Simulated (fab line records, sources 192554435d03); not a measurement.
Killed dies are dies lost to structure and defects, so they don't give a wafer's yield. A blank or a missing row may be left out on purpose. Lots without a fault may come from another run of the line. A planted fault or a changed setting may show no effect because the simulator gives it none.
Which tool did it? | flow n5_finfet | 23 lots, 69 wafers sampled, at 6 steps of a route of 1938

WHAT THE GAUGES READ, wafer by wafer
N5_MOL_CONTACT_COAG_CD_MEAS_99: target cd 17.2 nm. Usual: cd_nm 17.1 nm, standard deviation 0.38.
lot  | measured     | on        | cd_nm (nm)     | flag
L074 | day 4 14:47  | cd_sem-03 | 17.2 17.9 17.9 |
L075 | day 4 21:45  | cd_sem-01 | 17.1 17.2 17.1 |
L076 | day 5 05:24  | cd_sem-01 | 17.0 16.7 16.9 |
L077 | day 5 11:58  | cd_sem-03 | 17.3 16.9 17.5 |
L078 | day 5 17:50  | cd_sem-02 | 16.6 16.5 16.0 |
L079 | day 6 03:46  | cd_sem-03 | 17.3 17.9 17.1 |
L080 | day 6 04:59  | cd_sem-02 | 17.0 16.9 17.2 |
L081 | day 6 11:24  | cd_sem-03 | 16.6 17.0 17.3 |
L082 | day 6 15:35  | cd_sem-02 | 17.0 16.9 17.2 |
L083 | day 6 19:47  | cd_sem-03 | 17.4 17.1 16.4 |
L084 | day 7 03:41  | cd_sem-02 | 16.8 16.9 16.8 |
L085 | day 7 16:09  | cd_sem-02 | 17.5 16.9 17.7 |
L086 | day 7 20:16  | cd_sem-02 | 17.4 16.9 17.5 |
L087 | day 7 22:56  | cd_sem-03 | 16.3 16.8 16.7 |
L088 | day 8 09:50  | cd_sem-03 | 16.8 17.3 17.7 |
L089 | day 8 12:13  | cd_sem-01 | 17.7 17.2 17.2 |
L090 | day 8 15:37  | cd_sem-01 | 17.2 16.9 17.7 |
L091 | day 9 01:14  | cd_sem-01 | 17.0 16.7 16.8 |
L092 | day 9 08:07  | cd_sem-03 | 17.3 17.7 17.6 |
L093 | day 9 11:38  | cd_sem-02 | 16.9 17.5 18.2 |
L094 | day 9 19:23  | cd_sem-03 | 16.9 17.5 17.0 |
L095 | day 10 00:11 | cd_sem-03 | 17.1 17.6 16.8 |
L096 | day 10 04:50 | cd_sem-02 | 17.7 17.6 17.1 |

N5_MOL_CONTACT_COAG_OVL_MEAS_41. Usual: VD_OVL -0.2 nm, standard deviation 0.8.
lot  | measured     | on         | VD_OVL (nm)    | flag
L074 | day 5 03:31  | overlay-02 | -1.1 -0.6 0.4  |
L075 | day 5 09:36  | overlay-01 | -1.2 -1.5 -2.6 |
L076 | day 5 15:48  | overlay-01 | 0.4 -1.1 0.2   |
L077 | day 5 21:38  | overlay-01 | -1.0 -1.5 -1.0 |
L078 | day 6 07:38  | overlay-02 | -1.0 -0.6 0.1  |
L079 | day 6 14:07  | overlay-02 | 0.3 -0.7 -0.2  |
L080 | day 6 17:11  | overlay-01 | -0.7 -0.5 -1.0 |
L081 | day 7 00:20  | overlay-02 | 1.3 0.8 -0.3   |
L082 | day 7 03:38  | overlay-01 | -0.5 0.4 0.1   |
L083 | day 7 06:08  | overlay-01 | 0.1 0.5 0.6    |
L084 | day 7 19:05  | overlay-02 | 0.2 -0.7 -1.2  |
L085 | day 8 02:26  | overlay-01 | 0.1 0.3 0.4    |
L086 | day 8 10:08  | overlay-02 | 1.7 0.7 1.5    |
L087 | day 8 09:07  | overlay-02 | -0.3 0.1 -0.3  |
L088 | day 8 20:28  | overlay-02 | -0.3 2.1 0.1   |
L089 | day 8 23:33  | overlay-02 | -2.1 -2.2 -1.0 |
L090 | day 9 03:46  | overlay-02 | 0.0 0.4 0.0    |
L091 | day 9 11:23  | overlay-02 | 1.0 0.2 0.6    |
L092 | day 9 18:25  | overlay-01 | -1.0 -0.5 -1.1 |
L093 | day 10 00:44 | overlay-02 | -0.9 0.1 0.1   |
L094 | day 10 07:07 | overlay-02 | -0.1 -1.4 -1.1 |
L095 | day 10 11:56 | overlay-02 | -0.9 -0.4 0.6  |
L096 | day 10 14:31 | overlay-02 | -0.2 0.6 -0.6  |

WHICH TOOL RAN EACH LOT (tool, then ch and the chambers of the sampled wafers, then the start)
lot  | N5_MOL_CONTACT_COAG_ETCH_59        | N5_MOL_CONTACT_COAG_CONTACT_ETCH_14 | N5_MOL_CONTACT_COAG_ALD_123       | N5_MOL_CONTACT_COAG_ETCHBACK_135
L074 | rie_diel-03 ch 1,3, day 4 14:25    | rie_diel-03 ch 1,3, day 4 14:34     | ald_sin-01 ch 0,2,3, day 5 00:39  | rie_diel-05 ch 0,3, day 5 02:40
L075 | rie_diel-05 ch 0,1,3, day 4 21:23  | rie_diel-05 ch 0,1,3, day 4 21:32   | ald_sin-01 ch 0,1,2, day 5 05:58  | rie_diel-01 ch 1,2,3, day 5 08:52
L076 | rie_diel-05 ch 0,2,3, day 5 05:02  | rie_diel-05 ch 0,2,3, day 5 05:11   | ald_sin-04 ch 1,2,3, day 5 13:10  | rie_diel-01 ch 1,2,3, day 5 14:56
L077 | rie_diel-05 ch 1,2,3, day 5 11:36  | rie_diel-05 ch 1,2,3, day 5 11:45   | ald_sin-01 ch 1,2, day 5 19:13    | rie_diel-05 ch 1,3, day 5 20:47
L078 | rie_diel-05 ch 0,2, day 5 17:28    | rie_diel-05 ch 0,2, day 5 17:37     | ald_sin-01 ch 0,1,2, day 6 05:11  | rie_diel-01 ch 2,3, day 6 06:47
L079 | rie_diel-05 ch 0,2,3, day 6 03:24  | rie_diel-05 ch 0,2,3, day 6 03:33   | ald_sin-04 ch 0,1,3, day 6 11:49  | rie_diel-03 ch 0,1,3, day 6 13:23
L080 | rie_diel-05 ch 1,3, day 6 04:37    | rie_diel-05 ch 1,3, day 6 04:46     | ald_sin-04 ch 1,2,3, day 6 14:48  | rie_diel-03 ch 1,2,3, day 6 16:20
L081 | rie_diel-05 ch 1,2,3, day 6 11:02  | rie_diel-05 ch 1,2,3, day 6 11:11   | ald_sin-02 ch 2,3, day 6 22:06    | rie_diel-05 ch 0,1, day 6 23:37
L082 | rie_diel-03 ch 0,1, day 6 15:13    | rie_diel-03 ch 0,1, day 6 15:22     | ald_sin-02 ch 0,3, day 7 01:22    | rie_diel-05 ch 0,3, day 7 02:47
L083 | rie_diel-05 ch 0,2, day 6 19:24    | rie_diel-05 ch 0,2, day 6 19:33     | ald_sin-02 ch 1,2,3, day 7 03:52  | rie_diel-03 ch 0,1, day 7 05:17
L084 | rie_diel-05 ch 1,3, day 7 03:19    | rie_diel-05 ch 1,3, day 7 03:28     | ald_sin-02 ch 0,1,2, day 7 16:29  | rie_diel-03 ch 2,3, day 7 18:14
L085 | rie_diel-05 ch 1,3, day 7 15:47    | rie_diel-05 ch 1,3, day 7 15:56     | ald_sin-04 ch 0,2,3, day 7 22:57  | rie_diel-01 ch 0,2,3, day 8 01:29
L086 | rie_diel-01 ch 0,1, day 7 19:54    | rie_diel-01 ch 0,1, day 7 20:03     | ald_sin-01 ch 2,3, day 8 07:38    | rie_diel-01 ch 0,3, day 8 09:25
L087 | rie_diel-03 ch 0,1,3, day 7 22:35  | rie_diel-03 ch 0,1,3, day 7 22:44   | ald_sin-01 ch 2,3, day 8 06:50    | rie_diel-03 ch 1,2, day 8 08:24
L088 | rie_diel-05 ch 1,2,3, day 8 09:28  | rie_diel-05 ch 1,2,3, day 8 09:37   | ald_sin-01 ch 0,1,2, day 8 16:38  | rie_diel-03 ch 0,1,2, day 8 19:35
L089 | rie_diel-03 ch 0,1,3, day 8 11:51  | rie_diel-03 ch 0,1,3, day 8 12:00   | ald_sin-04 ch 1,2, day 8 20:02    | rie_diel-03 ch 0,1, day 8 22:42
L090 | rie_diel-03 ch 0,1, day 8 15:15    | rie_diel-03 ch 0,1, day 8 15:24     | ald_sin-01 ch 0,1, day 9 00:46    | rie_diel-03 ch 0,3, day 9 03:02
L091 | rie_diel-05 ch 1,2, day 9 00:52    | rie_diel-05 ch 1,2, day 9 01:01     | ald_sin-01 ch 0,2, day 9 09:08    | rie_diel-05 ch 0,1,2, day 9 10:32
L092 | rie_diel-05 ch 0,1, day 9 07:45    | rie_diel-05 ch 0,1, day 9 07:54     | ald_sin-02 ch 1,2,3, day 9 16:02  | rie_diel-05 ch 0,2,3, day 9 17:41
L093 | rie_diel-03 ch 0,1, day 9 11:16    | rie_diel-03 ch 0,1, day 9 11:25     | ald_sin-04 ch 0,2, day 9 22:12    | rie_diel-03 ch 1,3, day 9 23:53
L094 | rie_diel-01 ch 1,3, day 9 19:02    | rie_diel-01 ch 1,3, day 9 19:11     | ald_sin-01 ch 1,2, day 10 03:56   | rie_diel-05 ch 0,1,3, day 10 06:23
L095 | rie_diel-01 ch 0,1,3, day 9 23:49  | rie_diel-01 ch 0,1,3, day 9 23:58   | ald_sin-01 ch 2,3, day 10 09:02   | rie_diel-03 ch 1,2,3, day 10 11:11
L096 | rie_diel-01 ch 0,1,2, day 10 04:28 | rie_diel-01 ch 0,1,2, day 10 04:37  | ald_sin-04 ch 1,2,3, day 10 12:02 | rie_diel-01 ch 0,2,3, day 10 13:47
- N5_MOL_CONTACT_COAG_ETCH_59: etches underlayer in N2/H2, target depth 13 nm, time 10.4 s.
- N5_MOL_CONTACT_COAG_CONTACT_ETCH_14: etches SiO2 in C4F6/O2, target depth 27.5 nm, overetch 8.5 nm, time 20 s.
- N5_MOL_CONTACT_COAG_ALD_123: deposits SiNx, target thk 5 nm, pulse time 1 s, purge time 2 s.
- N5_MOL_CONTACT_COAG_ETCHBACK_135: etches SiO2 in CHF3, target depth 25 nm, time 16.7 s.

WHAT THE TOOLS THEMSELVES READ (means of the sampled wafers that have a number; where no wafer has one, the mark that the record gives instead)
N5_MOL_CONTACT_COAG_ETCH_59. Usual: drypump_motor_current_A 5.7 A, standard deviation 0.39; etch_rf_on_time_s 10.50 s, standard deviation 0.28; oes_product_au 0.65 a.u., standard deviation 0.06; rf_vpp_V 524.6 V, standard deviation 2.5; showerhead_plenum_p_Torr 2.56 Torr, standard deviation 0.087; throttle_valve_pct 17.91 %, standard deviation 0.29.
lot  | tool        | drypump_motor_current_A (A) | etch_rf_on_time_s (s) | oes_product_au (a.u.) | rf_vpp_V (V) | showerhead_plenum_p_Torr (Torr) | throttle_valve_pct (%) | flag
L074 | rie_diel-03 | 5.7                         | 10.25                 | 0.73                  | 523.1        | 2.52                            | 17.56                  |
L075 | rie_diel-05 | 5.8                         | 10.52                 | 0.63                  | 524.9        | 2.55                            | 17.91                  |
L076 | rie_diel-05 | 5.7                         | 10.50                 | 0.63                  | 524.8        | 2.56                            | 18.15                  |
L077 | rie_diel-05 | 5.8                         | 10.59                 | 0.62                  | 524.2        | 2.55                            | 17.95                  |
L078 | rie_diel-05 | 5.3                         | 10.62                 | 0.64                  | 526.6        | 2.65                            | 18.30                  |
L079 | rie_diel-05 | 5.7                         | 10.63                 | 0.61                  | 525.1        | 2.56                            | 18.16                  |
L080 | rie_diel-05 | 5.9                         | 10.77                 | 0.62                  | 523.5        | 2.54                            | 17.75                  |
L081 | rie_diel-05 | 5.8                         | 10.71                 | 0.61                  | 524.7        | 2.55                            | 17.97                  |
L082 | rie_diel-03 | 5.8                         | 10.44                 | 0.72                  | 526.0        | 2.61                            | 17.68                  |
L083 | rie_diel-05 | 5.3                         | 10.56                 | 0.63                  | 526.2        | 2.65                            | 18.32                  |
L084 | rie_diel-05 | 6.2                         | 10.55                 | 0.59                  | 521.7        | 2.46                            | 17.83                  |
L085 | rie_diel-05 | 5.9                         | 10.74                 | 0.61                  | 524.7        | 2.53                            | 17.77                  |
L086 | rie_diel-01 | 5.9                         | 10.65                 | 0.73                  | 522.5        | 2.51                            | 17.69                  |
L087 | rie_diel-03 | 5.8                         | 10.38                 | 0.69                  | 525.1        | 2.57                            | 17.65                  |
L088 | rie_diel-05 | 5.8                         | 10.70                 | 0.60                  | 524.3        | 2.54                            | 17.97                  |
L089 | rie_diel-03 | 5.8                         | 10.38                 | 0.69                  | 524.8        | 2.56                            | 17.66                  |
L090 | rie_diel-03 | 5.8                         | 10.70                 | 0.66                  | 525.4        | 2.62                            | 17.70                  |
L091 | rie_diel-05 | 5.5                         | 10.76                 | 0.61                  | 527.0        | 2.61                            | 17.94                  |
L092 | rie_diel-05 | 5.5                         | 10.23                 | 0.64                  | 526.6        | 2.62                            | 18.12                  |
L093 | rie_diel-03 | 5.8                         | 10.55                 | 0.65                  | 525.6        | 2.61                            | 17.71                  |
L094 | rie_diel-01 | 5.7                         | 10.42                 | 0.59                  | 523.1        | 2.51                            | 17.95                  |
L095 | rie_diel-01 | 5.8                         | 10.40                 | 0.65                  | 523.0        | 2.51                            | 17.84                  |
L096 | rie_diel-01 | 5.8                         | 10.42                 | 0.72                  | 523.4        | 2.50                            | 17.75                  |

N5_MOL_CONTACT_COAG_CONTACT_ETCH_14. Usual: O2_flow_sccm 10.00 sccm, standard deviation 0.03; drypump_motor_current_A 5.7 A, standard deviation 0.39; oes_product_au 0.65 a.u., standard deviation 0.055; rf_vpp_V 693 V, standard deviation 3.2; showerhead_plenum_p_Torr 2.90 Torr, standard deviation 0.083; throttle_valve_pct 21.29 %, standard deviation 0.28.
lot  | tool        | O2_flow_sccm (sccm) | drypump_motor_current_A (A) | oes_product_au (a.u.) | rf_vpp_V (V) | showerhead_plenum_p_Torr (Torr) | throttle_valve_pct (%) | flag
L074 | rie_diel-03 | 9.99                | 5.7                         | 0.73                  | 692          | 2.82                            | 20.80                  |
L075 | rie_diel-05 | 9.99                | 5.8                         | 0.64                  | 693          | 2.90                            | 21.38                  |
L076 | rie_diel-05 | 9.99                | 5.7                         | 0.63                  | 693          | 2.91                            | 21.54                  |
L077 | rie_diel-05 | 9.98                | 5.8                         | 0.63                  | 693          | 2.90                            | 21.40                  |
L078 | rie_diel-05 | 10.01               | 5.3                         | 0.64                  | 696          | 2.98                            | 21.57                  |
L079 | rie_diel-05 | 9.97                | 5.7                         | 0.62                  | 693          | 2.90                            | 21.56                  |
L080 | rie_diel-05 | 9.99                | 5.9                         | 0.62                  | 693          | 2.89                            | 21.27                  |
L081 | rie_diel-05 | 10.00               | 5.8                         | 0.62                  | 693          | 2.90                            | 21.41                  |
L082 | rie_diel-03 | 10.01               | 5.8                         | 0.72                  | 695          | 2.94                            | 21.02                  |
L083 | rie_diel-05 | 9.99                | 5.3                         | 0.63                  | 696          | 2.97                            | 21.58                  |
L084 | rie_diel-05 | 9.97                | 6.2                         | 0.60                  | 690          | 2.82                            | 21.41                  |
L085 | rie_diel-05 | 9.99                | 5.9                         | 0.62                  | 693          | 2.88                            | 21.29                  |
L086 | rie_diel-01 | 10.01               | 5.9                         | 0.73                  | 691          | 2.84                            | 21.07                  |
L087 | rie_diel-03 | 10.01               | 5.8                         | 0.69                  | 693          | 2.89                            | 20.95                  |
L088 | rie_diel-05 | 9.98                | 5.8                         | 0.62                  | 693          | 2.89                            | 21.44                  |
L089 | rie_diel-03 | 10.00               | 5.7                         | 0.68                  | 693          | 2.88                            | 20.96                  |
L090 | rie_diel-03 | 10.01               | 5.8                         | 0.67                  | 696          | 2.96                            | 21.07                  |
L091 | rie_diel-05 | 9.98                | 5.5                         | 0.62                  | 696          | 2.96                            | 21.34                  |
L092 | rie_diel-05 | 10.01               | 5.5                         | 0.63                  | 696          | 2.95                            | 21.47                  |
L093 | rie_diel-03 | 9.98                | 5.8                         | 0.66                  | 696          | 2.95                            | 21.09                  |
L094 | rie_diel-01 | 9.99                | 5.7                         | 0.59                  | 691          | 2.86                            | 21.43                  |
L095 | rie_diel-01 | 10.01               | 5.8                         | 0.65                  | 692          | 2.85                            | 21.27                  |
L096 | rie_diel-01 | 9.94                | 5.8                         | 0.72                  | 691          | 2.83                            | 21.13                  |

N5_MOL_CONTACT_COAG_ALD_123. Usual: heater_power_outer_w 513 W, standard deviation 59; heater_power_w 833 W, standard deviation 110; precursor_pulse_height_rel 1.003, standard deviation 0.02.
lot  | tool       | heater_power_outer_w (W) | heater_power_w (W) | precursor_pulse_height_rel | flag
L074 | ald_sin-01 | 487                      | 777                | 1.006                      |
L075 | ald_sin-01 | 511                      | 843                | 1.011                      |
L076 | ald_sin-04 | 547                      | 899                | 0.996                      |
L077 | ald_sin-01 | 491                      | 805                | 1.000                      |
L078 | ald_sin-01 | 508                      | 826                | 1.013                      |
L079 | ald_sin-04 | 509                      | 814                | 1.011                      |
L080 | ald_sin-04 | 546                      | 907                | 1.004                      |
L081 | ald_sin-02 | 529                      | 875                | 0.997                      |
L082 | ald_sin-02 | 494                      | 820                | 1.003                      |
L083 | ald_sin-02 | 506                      | 847                | 1.001                      |
L084 | ald_sin-02 | 498                      | 814                | 1.022                      |
L085 | ald_sin-04 | 564                      | 901                | 0.999                      |
L086 | ald_sin-01 | 455                      | 715                | 0.999                      |
L087 | ald_sin-01 | 461                      | 701                | 0.989                      |
L088 | ald_sin-01 | 518                      | 817                | 1.015                      |
L089 | ald_sin-04 | 515                      | 868                | 0.981                      |
L090 | ald_sin-01 | 558                      | 931                | 1.028                      |
L091 | ald_sin-01 | 479                      | 763                | 1.003                      |
L092 | ald_sin-02 | 503                      | 841                | 1.015                      |
L093 | ald_sin-04 | 606                      | 954                | 0.999                      |
L094 | ald_sin-01 | 463                      | 742                | 1.015                      |
L095 | ald_sin-01 | 456                      | 712                | 0.998                      |
L096 | ald_sin-04 | 547                      | 912                | 1.004                      |

N5_MOL_CONTACT_COAG_ETCHBACK_135. Usual: CHF3_flow_sccm 49.99 sccm, standard deviation 0.13; drypump_motor_current_A 5.6 A, standard deviation 0.35; oes_product_au 0.77 a.u., standard deviation 0.072; rf_vpp_V 527 V, standard deviation 13; showerhead_plenum_p_Torr 2.39 Torr, standard deviation 0.069; throttle_valve_pct 18.68 %, standard deviation 0.28.
lot  | tool        | CHF3_flow_sccm (sccm) | drypump_motor_current_A (A) | oes_product_au (a.u.) | rf_vpp_V (V) | showerhead_plenum_p_Torr (Torr) | throttle_valve_pct (%) | flag
L074 | rie_diel-05 | 49.97                 | 6.1                         | 0.72                  | 531          | 2.34                            | 18.94                  |
L075 | rie_diel-01 | 50.03                 | 5.7                         | 0.71                  | 519          | 2.36                            | 18.83                  |
L076 | rie_diel-01 | 49.95                 | 5.7                         | 0.72                  | 519          | 2.36                            | 18.83                  |
L077 | rie_diel-05 | 49.93                 | 5.9                         | 0.73                  | 540          | 2.39                            | 18.73                  |
L078 | rie_diel-01 | 50.08                 | 5.7                         | 0.71                  | 513          | 2.35                            | 19.09                  |
L079 | rie_diel-03 | 49.96                 | 5.7                         | 0.82                  | 523          | 2.39                            | 18.41                  |
L080 | rie_diel-03 | 50.05                 | 5.5                         | 0.82                  | 520          | 2.35                            | 18.39                  |
L081 | rie_diel-05 | 50.11                 | 5.5                         | 0.75                  | 541          | 2.45                            | 18.78                  |
L082 | rie_diel-05 | 49.98                 | 6.1                         | 0.70                  | 531          | 2.33                            | 18.96                  |
L083 | rie_diel-03 | 50.09                 | 5.8                         | 0.80                  | 534          | 2.45                            | 18.53                  |
L084 | rie_diel-03 | 50.05                 | 5.4                         | 0.79                  | 511          | 2.31                            | 18.32                  |
L085 | rie_diel-01 | 49.97                 | 5.7                         | 0.78                  | 514          | 2.35                            | 18.93                  |
L086 | rie_diel-01 | 49.91                 | 5.7                         | 0.77                  | 511          | 2.36                            | 18.91                  |
L087 | rie_diel-03 | 49.89                 | 5.2                         | 0.78                  | 526          | 2.38                            | 18.52                  |
L088 | rie_diel-03 | 49.90                 | 5.5                         | 0.78                  | 529          | 2.41                            | 18.54                  |
L089 | rie_diel-03 | 49.93                 | 5.8                         | 0.77                  | 534          | 2.44                            | 18.55                  |
L090 | rie_diel-03 | 49.95                 | 5.7                         | 0.78                  | 514          | 2.34                            | 18.36                  |
L091 | rie_diel-05 | 50.06                 | 5.4                         | 0.72                  | 542          | 2.44                            | 18.94                  |
L092 | rie_diel-05 | 49.95                 | 5.7                         | 0.81                  | 539          | 2.49                            | 18.90                  |
L093 | rie_diel-03 | 49.87                 | 5.7                         | 0.82                  | 523          | 2.35                            | 18.41                  |
L094 | rie_diel-05 | 50.00                 | 5.8                         | 0.83                  | 539          | 2.48                            | 18.79                  |
L095 | rie_diel-03 | 49.91                 | 5.5                         | 0.78                  | 520          | 2.34                            | 18.45                  |
L096 | rie_diel-01 | 50.03                 | 5.7                         | 0.84                  | 514          | 2.34                            | 18.81                  |

THE ANSWER, worked out from the rows above alone
Rule: a lot is off if the mean of its wafers that have a number lies more than 3 standard deviations from the usual mean. A lot without any number at a reading at which 4 lots or more have one is off too. The other lots that the step has rows for count as sound. The gauges are gone through in route order, then the tools' own readings, and for those a lot's mean is taken as printed above. The first step at which some lot is off is used, and at that step the reading that is off furthest; a lot without a number counts as furthest.
No lot is off at any reading shown: from this, nothing can be told.

WHAT THE SIMULATOR HAD PUT IN
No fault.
